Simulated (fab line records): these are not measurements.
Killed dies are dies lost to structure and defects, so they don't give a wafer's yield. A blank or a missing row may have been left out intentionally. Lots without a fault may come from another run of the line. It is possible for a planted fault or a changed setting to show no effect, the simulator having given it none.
The tool behind it: which one?	flow n5_finfet	Sampling: 24 lots, 72 wafers, 2 of 1938 route steps

WHAT EACH GAUGE READ, for each wafer
N5_HKMG_FIN_THK_MEAS_70: measures by xrf. Usual: HK_THK 1.589 nm, standard deviation 0.019.
lot	measured	on	HK_THK (nm)	flag
L074	day 4 01:44	film_metro-01	1.594 1.602 1.610	
L075	day 4 09:59	film_metro-01	1.579 1.591 1.595	
L076	day 4 15:55	film_metro-01	1.581 1.585 1.574	
L077	day 4 20:07	film_metro-02	1.599 1.610 1.624	
L078	day 5 03:44	film_metro-01	1.593 1.569 1.576	
L079	day 5 10:50	film_metro-01	1.602 1.600 1.624	
L080	day 5 15:58	film_metro-01	1.593 1.581 1.601	
L081	day 5 19:08	film_metro-02	1.585 1.605 1.589	
L082	day 6 04:31	film_metro-02	1.566 1.558 1.616	
L083	day 6 10:58	film_metro-02	1.627 1.619 1.604	
L084	day 6 16:47	film_metro-01	1.581 1.571 1.592	
L085	day 6 23:07	film_metro-01	1.581 1.592 1.577	
L086	day 7 05:35	film_metro-02	1.608 1.602 1.556	
L087	day 7 08:20	film_metro-02	1.554 1.619 1.611	
L088	day 7 11:27	film_metro-02	1.579 1.609 1.584	
L089	day 7 18:49	film_metro-02	1.565 1.582 1.548	
L090	day 8 00:53	film_metro-02	1.608 1.626 1.607	
L091	day 8 07:07	film_metro-01	1.592 1.586 1.586	
L092	day 8 13:53	film_metro-01	1.600 1.579 1.598	
L093	day 8 19:44	film_metro-01	1.559 1.575 1.562	
L094	day 9 02:56	film_metro-01	1.590 1.550 1.577	
L095	day 9 06:43	film_metro-02	1.614 1.573 1.590	
L096	day 9 19:07	film_metro-02	1.581 1.576 1.604	
L097	day 9 20:35	film_metro-02	1.609 1.588 1.597	

EACH LOT AND THE TOOL THAT RAN IT (in order: tool; ch and the chambers of the sampled wafers; start)
lot	N5_HKMG_FIN_STRIP_93
L074	rie_diel-01 ch 0,2, day 4 00:02
L075	rie_diel-03 ch 0,1,3, day 4 08:15
L076	rie_diel-03 ch 0,2,3, day 4 13:58
L077	rie_diel-01 ch 0,2, day 4 18:21
L078	rie_diel-03 ch 0,3, day 5 02:03
L079	rie_diel-05 ch 0,1,3, day 5 09:07
L080	rie_diel-01 ch 1,3, day 5 14:17
L081	rie_diel-05 ch 0,2,3, day 5 17:24
L082	rie_diel-01 ch 0,3, day 6 02:50
L083	rie_diel-01 ch 0,1,3, day 6 09:13
L084	rie_diel-01 ch 0,1,3, day 6 14:57
L085	rie_diel-03 ch 1,3, day 6 21:17
L086	rie_diel-03 ch 1,2, day 7 03:41
L087	rie_diel-01 ch 0,1,3, day 7 06:33
L088	rie_diel-03 ch 2,3, day 7 09:29
L089	rie_diel-03 ch 2,3, day 7 17:02
L090	rie_diel-03 ch 1,3, day 7 22:57
L091	rie_diel-01 ch 1,2,3, day 8 05:02
L092	rie_diel-05 ch 0,3, day 8 12:11
L093	rie_diel-01 ch 0,1, day 8 18:00
L094	rie_diel-03 ch 0,1,2, day 9 01:13
L095	rie_diel-05 ch 2,3, day 9 04:58
L096	rie_diel-03 ch 0,3, day 9 17:25
L097	rie_diel-05 ch 0,1,2, day 9 18:51
- N5_HKMG_FIN_STRIP_93: strips SOC in N2/H2, time 20 s.

AS READ BY THE TOOLS THEMSELVES (means over the sampled wafers that have a number; for cases with no such wafer, the mark the record gives instead)
N5_HKMG_FIN_STRIP_93. Usual: drypump_motor_current_A 5.8 A, standard deviation 0.4; oes_product_au 0.82 a.u., standard deviation 0.11; rf_vpp_V 54.2 V, standard deviation 0.87; showerhead_plenum_p_Torr 3.37 Torr, standard deviation 0.14; throttle_valve_pct 19.0 %, standard deviation 0.38.
lot	tool	drypump_motor_current_A (A)	oes_product_au (a.u.)	rf_vpp_V (V)	showerhead_plenum_p_Torr (Torr)	throttle_valve_pct (%)	flag
L074	rie_diel-01	5.5	0.68	53.3	3.31	19.0	
L075	rie_diel-03	5.9	0.80	55.0	3.37	18.9	
L076	rie_diel-03	5.9	0.71	53.7	3.24	18.9	
L077	rie_diel-01	5.5	0.67	53.5	3.30	19.0	
L078	rie_diel-03	5.9	0.70	53.8	3.23	18.9	
L079	rie_diel-05	5.5	0.74	54.0	3.31	19.3	
L080	rie_diel-01	6.0	0.95	54.5	3.40	19.2	
L081	rie_diel-05	5.6	0.81	53.7	3.38	19.0	
L082	rie_diel-01	6.0	0.95	54.1	3.39	18.8	
L083	rie_diel-01	6.0	0.93	54.5	3.39	19.0	
L084	rie_diel-01	6.0	0.93	54.5	3.39	19.1	
L085	rie_diel-03	6.2	0.79	54.2	3.41	18.6	
L086	rie_diel-03	5.6	0.75	54.8	3.34	19.2	
L087	rie_diel-01	6.0	0.92	54.3	3.39	19.0	
L088	rie_diel-03	5.9	0.69	53.4	3.25	19.0	
L089	rie_diel-03	5.9	0.69	54.1	3.25	19.0	
L090	rie_diel-03	5.8	0.84	54.9	3.49	18.9	
L091	rie_diel-01	5.8	0.90	54.1	3.37	18.8	
L092	rie_diel-05	5.5	0.76	54.2	3.24	19.3	
L093	rie_diel-01	5.7	0.88	53.7	3.30	19.1	
L094	rie_diel-03	5.6	0.83	54.4	3.45	19.1	
L095	rie_diel-05	5.6	0.79	54.6	3.50	18.9	
L096	rie_diel-03	6.2	0.78	54.4	3.40	18.6	
L097	rie_diel-05	5.6	0.83	54.2	3.31	19.1	

THE ANSWER, worked out from the rows above alone
Rule: take the mean of a lot's wafers that have a number; if it is more than 3 standard deviations from the usual mean, the lot is off. A lot without any number at a reading at which 4 lots or more have one is off too. The other lots that the step has rows for count as sound. After the gauges, taken in route order, come the tools' own readings; for these a lot's mean is taken, as printed above. The first step at which some lot is off is used, and at that step the reading that is off furthest; a lot without a number counts as furthest.
No lot is off at any reading shown: from this, nothing can be told.

WHAT THE SIMULATOR HAD PUT IN
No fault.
